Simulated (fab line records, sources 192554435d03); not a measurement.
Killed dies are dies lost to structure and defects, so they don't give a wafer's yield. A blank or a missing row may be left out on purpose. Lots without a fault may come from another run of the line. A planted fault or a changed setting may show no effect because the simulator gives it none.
Which tool did it? | flow n5_finfet | 9 lots, 27 wafers sampled, at 2 steps of a route of 1938

WHAT THE GAUGES READ, wafer by wafer
N5_ZERO_LAYER_INSPECT_20: inspects for defects (darkfield).
lot  | measured    | on                | raw_defect_count
L291 | day 1 13:33 | defect_inspect-01 | 30 38 32
L293 | day 2 01:16 | defect_inspect-02 | 44 25 40
L294 | day 2 07:15 | defect_inspect-02 | 40 27 30
L295 | day 2 13:47 | defect_inspect-02 | 40 45 39
L300 | day 3 19:16 | defect_inspect-02 | 28 22 32
L305 | day 5 02:01 | defect_inspect-01 | 30 28 510
L306 | day 5 07:16 | defect_inspect-02 | 63 35 35
L311 | day 6 13:57 | defect_inspect-01 | 30 21 32
L312 | day 6 19:29 | defect_inspect-02 | 42 20 48

WHICH TOOL RAN EACH LOT (tool, then ch and the chambers of the sampled wafers, then the start)
lot  | N5_ZERO_LAYER_PECVD_02
L291 | pecvd-04 ch 0,1, day 1 12:17
L293 | pecvd-02 ch 0,1, day 2 00:17
L294 | pecvd-02 ch 0,2, day 2 06:17
L295 | pecvd-02 ch 0,1,2, day 2 12:17
L300 | pecvd-04 ch 0,1,2, day 3 18:17
L305 | pecvd-04 ch 0,1,2, day 5 00:17
L306 | pecvd-01 ch 0,1, day 5 06:17
L311 | pecvd-02 ch 0,2, day 6 12:17
L312 | pecvd-01 ch 0,2, day 6 18:18
- N5_ZERO_LAYER_PECVD_02: deposits SiO2 from SiH4/N2O, target thk 10 nm, time 6 s.

THE ANSWER, worked out from the rows above alone
Rule: what is usual is taken from the lots themselves. Put in order of their means at a reading, lots are off if they are a third of the lots or fewer, leave a main group of 4 or more, and stand apart from it by a gap of 3 or more times the standard deviation of the main group's means; of several such gaps the widest counts. A main group whose means are all the same, to the digits that the tables above print for the reading, isn't used. A lot without any number at a reading at which 4 lots or more have one is off too. The other lots that the step has rows for count as sound.
Off: L305, at N5_ZERO_LAYER_INSPECT_20 (raw_defect_count). The main group: mean 35, standard deviation 5.6.
A tool fits if, at a process step before that reading, it ran every lot that is off, and no sound lot after the first of them. The gauges at N5_ZERO_LAYER_INSPECT_20 are tried like those tools. One fits: pecvd-04 at N5_ZERO_LAYER_PECVD_02. Its last sound lot is L300 (day 3 18:17), its first lot that is off L305 (day 5 00:17): a fault that began between those two fits.

WHAT THE SIMULATOR HAD PUT IN
Chamber particle source: pecvd-04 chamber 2, from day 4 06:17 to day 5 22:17, at N5_ZERO_LAYER_PECVD_02. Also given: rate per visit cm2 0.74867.
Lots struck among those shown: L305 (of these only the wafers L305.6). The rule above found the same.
